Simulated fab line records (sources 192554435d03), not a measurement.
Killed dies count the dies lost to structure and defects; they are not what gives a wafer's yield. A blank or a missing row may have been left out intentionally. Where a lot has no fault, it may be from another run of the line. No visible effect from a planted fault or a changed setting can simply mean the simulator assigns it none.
fab line records | flow n5_finfet | part 2 of 2: steps 5 to 6 of 6
record lots=20 | wafers=60 | last_day=18
route steps=1938 shown FIN_CUT@176 DUMMY_GATE@243 ILD0@340 SDB@347
lots that met no fault: from a run of the same line without faults
start_h: the number of hours between the record's first day and the start of the first shown wafer of the lot | wait_h: time in hours since the lot's previous step | " unchanged from the row above | L1.1+2: several wafers, shown together as one row | - no value present, or no start provided | * or withheld: withheld | < > ~ a bound
route shown NAME@n: names a module that has steps shown in the file, with the first one's number in the route | usual: mean/standard deviation taken from wafers without a fault | same: alike in all rows | chamber/n: place in a boat | sites: the reading at each site | _std_site: the standard deviation of these | _edge_site: the outer-site mean with the inner-site mean subtracted | radius_mm: for every site, how far away it sits from the centre of the wafer | mask NAME#n: copy n | behind: the last tool/chamber to shape the wafer | hold: cause of the lot's hold/its duration in hours/its outcome | device: the n, p or np transistor that did not switch | end of line: the tests these same wafers got at the end of their route | a step with no rows: only its recipe | killed: count of dies lost to structure and defects at first sort (not the wafer's yield) | map: the dies of a wafer, with x for killed, . for not killed, _ for no die there
set.NAME: the setting as run; set.NAME@STEP: as run at that earlier step | model.NAME: the simulator's own value behind a step, which no gauge read
the route's steps for a sample of lots (tables are steps, rows are wafers)
services: from which hour (start_h, from the record's first day; less than 0 if before it) a tool's chamber was out of use, for how many hours, and why
## steps
# step N5_SDB_HM_DEP_00
# recipe material=SiNx | target_thk_a=400 | temp_c=400 | precursor=SiH4/NH3/N2 | pressure_torr=1.5 | rf_w=300 | time_s=35.3
# usual heater_power_w=754/110 | showerhead_plenum_p_Torr=5.10/0.056 | throttle_valve_pct=38.7/1.9
lot.wafer | tool     | chamber | start_h | wait_h | heater_power_w | showerhead_plenum_p_Torr | throttle_valve_pct
L074.2    | pecvd-04 | 2       | 69.06   | 0.0    | 939            | 5.12                     | 36.0
L074.3    | "        | 0       | "       | "      | 619            | 5.18                     | 40.1
L074.6    | "        | 0       | "       | "      | 624            | 5.18                     | 40.3
L077.2    | pecvd-01 | 1       | 87.50   | 0.0    | 713            | 5.08                     | 40.2
L077.5    | "        | 2       | "       | "      | 605            | 5.11                     | 35.0
L077.6    | "        | 1       | "       | "      | 693            | 5.09                     | 39.9
L078.1    | pecvd-01 | 1       | 93.37   | 0.0    | 687            | 5.08                     | 39.9
L078.3    | "        | 2       | "       | "      | 642            | 5.11                     | 34.9
L078.5    | "        | 1       | "       | "      | 691            | 5.09                     | 39.9
L079.1    | pecvd-01 | 0       | 99.29   | 0.0    | 726            | 4.98                     | 40.4
L079.2    | "        | 1       | "       | "      | 702            | 5.10                     | 40.2
L079.4    | "        | 2       | "       | "      | 630            | 5.11                     | 34.7
L080.1    | pecvd-01 | 0       | 102.69  | 0.0    | 664            | 4.99                     | 40.5
L080.3    | "        | 1       | "       | "      | 694            | 5.10                     | 40.1
L080.4    | "        | 2       | "       | "      | 710            | 5.12                     | 34.9
L081.1    | pecvd-03 | 1       | 113.25  | 0.0    | 780            | 5.11                     | 39.4
L081.3    | "        | 0       | "       | "      | 819            | 5.07                     | 38.9
L081.5    | "        | 2       | "       | "      | 815            | 5.14                     | 39.3
L082.2    | pecvd-04 | 0       | 116.22  | 0.0    | 588            | 5.19                     | 40.2
L082.4    | "        | 0       | "       | "      | 604            | 5.18                     | 40.1
L082.6    | "        | 2       | "       | "      | 879            | 5.12                     | 36.1
L083.1    | pecvd-04 | 2       | 119.23  | 0.0    | 828            | 5.14                     | 36.2
L083.5    | "        | 1       | "       | "      | 648            | 5.13                     | 39.1
L083.6    | "        | 0       | "       | "      | 664            | 5.19                     | 40.1
L085.1    | pecvd-03 | 2       | 130.02  | 0.0    | 941            | 5.15                     | 39.5
L085.4    | "        | 1       | "       | "      | 716            | 5.11                     | 39.3
L085.5    | "        | 0       | "       | "      | 935            | 5.06                     | 39.0
L086.1    | pecvd-01 | 1       | 143.93  | 0.0    | 610            | 5.08                     | 40.2
L086.2    | "        | 0       | "       | "      | 727            | 4.98                     | 40.4
L086.5    | "        | 2       | "       | "      | 634            | 5.10                     | 35.1
L087.3    | pecvd-04 | 1       | 144.51  | 0.0    | 679            | 5.14                     | 39.0
L087.4    | "        | 2       | "       | "      | 897            | 5.12                     | 36.0
L087.6    | "        | 0       | "       | "      | 709            | 5.17                     | 40.6
L088.2    | pecvd-01 | 2       | 151.75  | 0.0    | 663            | 5.11                     | 34.9
L088.3    | "        | 0       | "       | "      | 747            | 4.96                     | 40.4
L088.5    | "        | 0       | "       | "      | 761            | 4.97                     | 40.2
L089.1    | pecvd-03 | 0       | 161.24  | 0.0    | 899            | 5.05                     | 39.2
L089.2    | "        | 2       | "       | "      | 787            | 5.13                     | 39.4
L089.4    | "        | 2       | "       | "      | 821            | 5.15                     | 39.3
L090.3    | pecvd-01 | 2       | 162.68  | 0.0    | 720            | 5.11                     | 35.3
L090.4    | "        | 2       | "       | "      | 719            | 5.11                     | 35.3
L090.6    | "        | 0       | "       | "      | 759            | 4.97                     | 40.4
L091.1    | pecvd-04 | 2       | 171.05  | 0.0    | 926            | 5.10                     | 36.3
L091.3    | "        | 0       | "       | "      | 712            | 5.19                     | 40.5
L091.4    | "        | 2       | "       | "      | 909            | 5.12                     | 36.1
L092.2    | pecvd-03 | 0       | 172.96  | 0.0    | 875            | 5.05                     | 39.2
L092.4    | "        | 2       | "       | "      | 899            | 5.15                     | 39.4
L092.6    | "        | 0       | "       | "      | 894            | 5.05                     | 39.2
L093.2    | pecvd-01 | 0       | 179.99  | 0.0    | 761            | 4.97                     | 40.4
L093.5    | "        | 2       | "       | "      | 669            | 5.11                     | 35.4
L093.6    | "        | 0       | "       | "      | 749            | 4.98                     | 40.0
L094.1    | pecvd-03 | 1       | 186.27  | 0.0    | 785            | 5.12                     | 39.4
L094.4    | "        | 1       | "       | "      | 772            | 5.10                     | 39.0
L094.6    | "        | 2       | "       | "      | 924            | 5.13                     | 39.4
L096.2    | pecvd-01 | 1       | 199.62  | 0.0    | 660            | 5.08                     | 40.1
L096.3    | "        | 0       | "       | "      | 665            | 4.99                     | 40.5
L096.4    | "        | 1       | "       | "      | 677            | 5.09                     | 40.2
L097.1    | pecvd-04 | 1       | 202.60  | 0.0    | 675            | 5.13                     | 39.0
L097.2    | "        | 2       | "       | "      | 811            | 5.12                     | 36.2
L097.6    | "        | 0       | "       | "      | 713            | 5.17                     | 40.2
# step N5_SDB_ETCH_17
# recipe chemistry=CF4 | target=SiARC | target_depth_a=234 | mask_material=CAR-ArF | time_s=39 | ion_energy_ev=80 | pressure_mtorr=40 | source_w=545 | bias_w=36 | Ar_flow_sccm=100 | cf4_flow_sccm=100 | ends=cleared
# usual cf4_flow_sccm=100.0/0.31 | chamber_pressure_mTorr=40.00/0.035 | drypump_motor_current_A=5.8/0.46 | etch_rf_on_time_s=38.8/0.92 | oes_product_au=0.68/0.084 | rf_vpp_V=184.3/1.1 | showerhead_plenum_p_Torr=2.16/0.048 | throttle_valve_pct=15.66/0.27
lot.wafer | tool        | chamber | start_h | wait_h | cf4_flow_sccm | chamber_pressure_mTorr | drypump_motor_current_A | etch_rf_on_time_s | oes_product_au | rf_hours_counter_h | rf_vpp_V | showerhead_plenum_p_Torr | throttle_valve_pct
L074.2    | rie_diel-06 | 2       | 69.54   | 0.0    | 99.7          | 40.04                  | 5.5                     | 39.4              | 0.61           | 208                | 185.5    | 2.21                     | 15.85
L074.3    | "           | 3       | "       | "      | 99.7          | 40.02                  | 5.7                     | 37.3              | 0.68           | 137                | 183.7    | 2.14                     | 15.93
L074.6    | "           | 3       | "       | "      | 100.1         | 40.00                  | 5.7                     | 37.2              | 0.69           | -                  | 183.1    | 2.15                     | 15.94
L077.2    | rie_diel-03 | 1       | 88.07   | 0.0    | 100.1         | 40.03                  | 6.0                     | 38.7              | 0.83           | 2                  | 184.0    | 2.11                     | 15.44
L077.5    | "           | 3       | "       | "      | 100.0         | 40.02                  | 5.7                     | 38.0              | 0.62           | -                  | 183.2    | 2.11                     | 15.62
L077.6    | "           | 0       | "       | "      | 99.8          | 39.96                  | 5.8                     | 39.9              | 0.58           | -                  | 185.0    | 2.20                     | 16.10
L078.1    | rie_diel-01 | 0       | 93.95   | 0.0    | 100.2         | 39.99                  | 6.7                     | 39.7              | 0.60           | 224                | 185.2    | 2.20                     | 15.85
L078.3    | "           | 2       | "       | "      | 100.5         | 40.03                  | 5.3                     | 38.1              | 0.62           | 207                | 184.4    | 2.12                     | 15.84
L078.5    | "           | 1       | "       | "      | 100.4         | 39.99                  | 6.4                     | 38.3              | 0.78           | -                  | 185.5    | 2.17                     | 15.16
L079.1    | rie_diel-01 | 3       | 100.05  | 0.0    | 100.4         | 40.03                  | 5.5                     | 38.5              | 0.62           | 195                | 182.5    | 2.13                     | 15.73
L079.2    | "           | 2       | "       | "      | 100.5         | 40.04                  | 5.3                     | 37.7              | 0.63           | 209                | 183.4    | 2.12                     | 15.83
L079.4    | "           | 1       | "       | "      | 99.4          | 39.93                  | 6.4                     | 38.2              | 0.78           | 38                 | 184.4    | 2.17                     | 15.17
L080.1    | rie_diel-03 | 0       | 103.31  | 0.0    | 99.3          | 39.99                  | 5.9                     | 40.0              | 0.58           | 252                | 184.5    | 2.20                     | 16.10
L080.3    | "           | 1       | "       | "      | 100.2         | 39.97                  | 6.0                     | 38.6              | 0.81           | 9                  | 183.5    | 2.11                     | 15.46
L080.4    | "           | 1       | "       | "      | 100.2         | 39.94                  | 6.0                     | 38.9              | 0.80           | -                  | 183.5    | 2.11                     | 15.48
L081.1    | rie_diel-03 | 3       | 113.83  | 0.0    | 100.7         | 40.02                  | 5.7                     | 37.7              | 0.62           | 237                | 184.1    | 2.11                     | 15.65
L081.3    | "           | 0       | "       | "      | 100.5         | 39.96                  | 5.9                     | 40.1              | 0.57           | 256                | 183.9    | 2.19                     | 16.10
L081.5    | "           | 3       | "       | "      | 100.3         | 40.05                  | 5.7                     | 38.2              | 0.62           | -                  | 181.8    | 2.11                     | 15.65
L082.2    | rie_diel-01 | 3       | 116.70  | 0.0    | 99.8          | 40.00                  | 5.5                     | 38.6              | 0.62           | 201                | 185.0    | 2.12                     | 15.73
L082.4    | "           | 1       | "       | "      | 100.1         | 40.04                  | 6.4                     | 38.2              | 0.77           | 45                 | 184.4    | 2.17                     | 15.20
L082.6    | "           | 1       | "       | "      | 100.3         | 40.02                  | 6.4                     | 38.1              | 0.77           | -                  | 182.9    | 2.17                     | 15.19
L083.1    | rie_diel-03 | 1       | 120.35  | 0.0    | 100.4         | 40.07                  | 6.0                     | 39.6              | 0.77           | 16                 | 183.3    | 2.11                     | 15.48
L083.5    | "           | 2       | "       | "      | 99.7          | 39.90                  | 5.3                     | 40.3              | 0.84           | -                  | 184.6    | 2.18                     | 15.47
L083.6    | "           | 3       | "       | "      | 100.2         | 39.95                  | 5.7                     | 38.3              | 0.62           | -                  | 183.1    | 2.11                     | 15.63
L085.1    | rie_diel-01 | 1       | 130.59  | 0.0    | 99.8          | 40.02                  | 6.4                     | 38.7              | 0.76           | 51                 | 185.8    | 2.17                     | 15.19
L085.4    | "           | 2       | "       | "      | 99.8          | 39.97                  | 5.3                     | 38.1              | 0.61           | 220                | 183.9    | 2.12                     | 15.85
L085.5    | "           | 0       | "       | "      | 100.2         | 40.05                  | 6.7                     | 39.9              | 0.59           | -                  | 185.0    | 2.20                     | 15.88
L086.1    | rie_diel-06 | 3       | 144.51  | 0.0    | 99.9          | 40.02                  | 5.7                     | 37.0              | 0.67           | 166                | 182.1    | 2.13                     | 15.99
L086.2    | "           | 1       | "       | "      | 99.6          | 39.97                  | 6.0                     | 38.5              | 0.79           | 21                 | 186.1    | 2.27                     | 15.28
L086.5    | "           | 0       | "       | "      | 100.1         | 39.97                  | 5.1                     | 40.4              | 0.68           | -                  | 185.6    | 2.24                     | 15.61
L087.3    | rie_diel-01 | 3       | 145.09  | 0.0    | 99.1          | 39.99                  | 5.5                     | 38.9              | 0.61           | 210                | 183.8    | 2.12                     | 15.75
L087.4    | "           | 1       | "       | "      | 99.9          | 40.00                  | 6.4                     | 38.7              | 0.74           | 55                 | 185.2    | 2.17                     | 15.21
L087.6    | "           | 0       | "       | "      | 99.6          | 39.92                  | 6.7                     | 40.1              | 0.58           | -                  | 184.1    | 2.19                     | 15.87
L088.2    | rie_diel-01 | 0       | 152.33  | 0.0    | 99.8          | 40.03                  | 6.7                     | 39.8              | 0.58           | 245                | 186.8    | 2.19                     | 15.89
L088.3    | "           | 2       | "       | "      | 100.3         | 40.02                  | 5.3                     | 38.2              | 0.61           | 227                | 185.0    | 2.12                     | 15.85
L088.5    | "           | 2       | "       | "      | 100.1         | 40.08                  | 5.3                     | 38.3              | 0.62           | -                  | 183.7    | 2.12                     | 15.86
L089.1    | rie_diel-03 | 1       | 161.69  | 0.0    | 100.3         | 40.06                  | 6.0                     | 38.5              | 0.75           | 38                 | 183.9    | 2.10                     | 15.51
L089.2    | "           | 0       | "       | "      | 99.7          | 39.99                  | 5.8                     | 39.3              | 0.79           | 10                 | 185.4    | 2.19                     | 15.62
L089.4    | "           | 2       | "       | "      | 100.5         | 40.01                  | 5.3                     | 40.2              | 0.76           | -                  | 184.3    | 2.17                     | 15.52
L090.3    | rie_diel-06 | 0       | 163.25  | 0.0    | 100.6         | 40.01                  | 5.2                     | 39.4              | 0.67           | 129                | 186.4    | 2.23                     | 15.63
L090.4    | "           | 2       | "       | "      | 100.4         | 40.02                  | 5.5                     | 38.4              | 0.60           | 243                | 183.8    | 2.20                     | 15.92
L090.6    | "           | 3       | "       | "      | 99.8          | 39.97                  | 5.7                     | 36.8              | 0.66           | -                  | 182.3    | 2.13                     | 15.97
L091.1    | rie_diel-03 | 0       | 171.62  | 0.0    | 100.1         | 40.01                  | 5.9                     | 39.4              | 0.79           | 13                 | 184.2    | 2.19                     | 15.62
L091.3    | "           | 3       | "       | "      | 100.0         | 40.01                  | 5.7                     | 36.8              | 0.85           | 4                  | 184.4    | 2.10                     | 15.16
L091.4    | "           | 2       | "       | "      | 99.8          | 40.02                  | 5.3                     | 40.4              | 0.75           | 26                 | 185.0    | 2.17                     | 15.51
L092.2    | rie_diel-01 | 1       | 173.41  | 0.0    | 100.2         | 39.99                  | 6.4                     | 38.4              | 0.74           | 67                 | 185.0    | 2.16                     | 15.22
L092.4    | "           | 3       | "       | "      | 99.7          | 40.03                  | 5.5                     | 39.2              | 0.60           | -                  | 183.9    | 2.12                     | 15.77
L092.6    | "           | 1       | "       | "      | 100.2         | 40.01                  | 6.4                     | 38.1              | 0.74           | -                  | 184.4    | 2.16                     | 15.22
L093.2    | rie_diel-06 | 1       | 180.44  | 0.0    | 100.6         | 39.94                  | 6.0                     | 38.3              | 0.76           | 34                 | 186.4    | 2.27                     | 15.31
L093.5    | "           | 2       | "       | "      | 100.0         | 39.97                  | 5.6                     | 38.1              | 0.60           | -                  | 185.0    | 2.20                     | 15.94
L093.6    | "           | 3       | "       | "      | 100.1         | 39.96                  | 5.7                     | 36.8              | 0.66           | -                  | 183.0    | 2.13                     | 16.02
L094.1    | rie_diel-01 | 1       | 187.15  | 0.0    | 99.5          | 40.01                  | 6.4                     | 38.5              | 0.74           | 73                 | 182.9    | 2.16                     | 15.24
L094.4    | "           | 2       | "       | "      | 100.1         | 40.08                  | 5.3                     | 38.2              | 0.60           | -                  | 184.5    | 2.11                     | 15.90
L094.6    | "           | 3       | "       | "      | 100.2         | 39.99                  | 5.5                     | 39.0              | 0.59           | -                  | 184.4    | 2.12                     | 15.79
L096.2    | rie_diel-01 | 2       | 200.07  | 0.0    | 99.8          | 39.98                  | 5.3                     | 38.7              | 0.60           | 247                | 183.3    | 2.11                     | 15.90
L096.3    | "           | 0       | "       | "      | 99.7          | 39.98                  | 6.7                     | 38.6              | 0.82           | 5                  | 184.2    | 2.19                     | 15.38
L096.4    | "           | 1       | "       | "      | 100.1         | 40.00                  | 6.4                     | 39.0              | 0.72           | 78                 | 184.9    | 2.16                     | 15.24
L097.1    | rie_diel-06 | 0       | 203.17  | 0.0    | 100.6         | 39.98                  | 5.1                     | 40.5              | 0.66           | 146                | 186.7    | 2.23                     | 15.67
L097.2    | "           | 1       | "       | "      | 99.7          | 40.02                  | 6.0                     | 38.8              | 0.75           | 45                 | 185.4    | 2.27                     | 15.34
L097.6    | "           | 0       | "       | "      | 100.4         | 40.00                  | 5.2                     | 40.4              | 0.65           | -                  | 185.4    | 2.23                     | 15.67
## services
tool        | chamber | start_h | hours | kind
rie_si-06   | -       | 9.78    | 0.2   | repair
rie_diel-04 | 2       | 11.39   | 43.8  | repair
rie_diel-03 | 1       | 18.59   | 3.5   | repair
pecvd-04    | 1       | 24.86   | 66.6  | repair
pecvd-01    | 1       | 34.73   | 10.5  | repair
rie_si-01   | 0       | 35.66   | 4.7   | repair
rie_diel-03 | 0       | 41.90   | 2.2   | repair
rie_si-03   | -       | 43.24   | 14.6  | pm
pecvd-04    | -       | 54.08   | 1.5   | repair
rie_diel-05 | 1       | 55.66   | 1.7   | repair
rie_si-06   | -       | 56.52   | 14.6  | pm
rie_si-06   | -       | 75.64   | 0.1   | repair
rie_diel-05 | -       | 77.98   | 2.8   | pm
rie_diel-01 | 3       | 80.46   | 4.2   | repair
rie_diel-03 | 2       | 91.31   | 7.1   | repair
cmp-03      | -       | 92.40   | 3.5   | pm
rie_si-06   | -       | 93.60   | 2.1   | repair
rie_diel-03 | -       | 111.30  | 2.4   | repair
cmp-04      | -       | 111.92  | 6.0   | pm
cmp-03      | -       | 127.85  | 4.0   | pm
cmp-03      | -       | 141.38  | 0.2   | repair
rie_diel-04 | 1       | 142.41  | 4.1   | repair
rie_diel-05 | 0       | 149.93  | 9.9   | repair
rie_si-01   | -       | 200.69  | 0.3   | repair
